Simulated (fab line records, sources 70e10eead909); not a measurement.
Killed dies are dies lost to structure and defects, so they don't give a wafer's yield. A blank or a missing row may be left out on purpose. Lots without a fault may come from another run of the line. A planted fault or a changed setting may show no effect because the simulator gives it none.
Chamber matching | flow nand_harc | NHARC_A_M1_STRIP_18 on rie_diel-12: 4 sister chambers
The step strips in N2/H2. 4 wafers are shown with their chamber, then 7 later ones without.

WAFERS WITH THEIR CHAMBER
wafer  | chamber | rf_vpp_V (V)
L083.5 | 0       | 90.9
L081.2 | 2       | 90.8
L087.4 | 3       | 91.3
L087.5 | 1       | 89.5

WAFERS WITHOUT THEIR CHAMBER
wafer  | rf_vpp_V (V)
L087.6 | 91.2
L090.1 | 90.3
L090.2 | 90.6
L090.5 | 90.8
L095.1 | 89.6
L095.2 | 89.9
L095.6 | 90.9

WHICH CHAMBER EACH WENT THROUGH
wafer  | from the rows above               | in truth
L087.6 | can't be placed: 3 or 0 or 2      | 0
L090.1 | can't be placed: 2 or 0 or 1 or 3 | 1
L090.2 | can't be placed: 2 or 0 or 3      | 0
L090.5 | can't be placed: 2 or 0 or 3      | 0
L095.1 | 1                                 | 1
L095.2 | can't be placed: 1 or 2           | 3
L095.6 | can't be placed: 0 or 2 or 3      | 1
Placed correctly: 1 of 7. Can't be placed from these rows: 6 (the true chamber is among the candidates in 4). Placed wrongly: 0.
How it was worked out, from the rows above alone: a wafer's distance from a chamber is the root of the sum, over the readings, of the square of ((its reading less the chamber's mean) divided by the reading's scatter). The wafer belongs to the nearest chamber; if the next one is less than 2 further off, it can't be placed. A chamber's mean is the mean of its shown wafers. The scatter: with one shown wafer a chamber, the root of the mean of the squares of how far each hidden wafer lies from its nearest shown one.
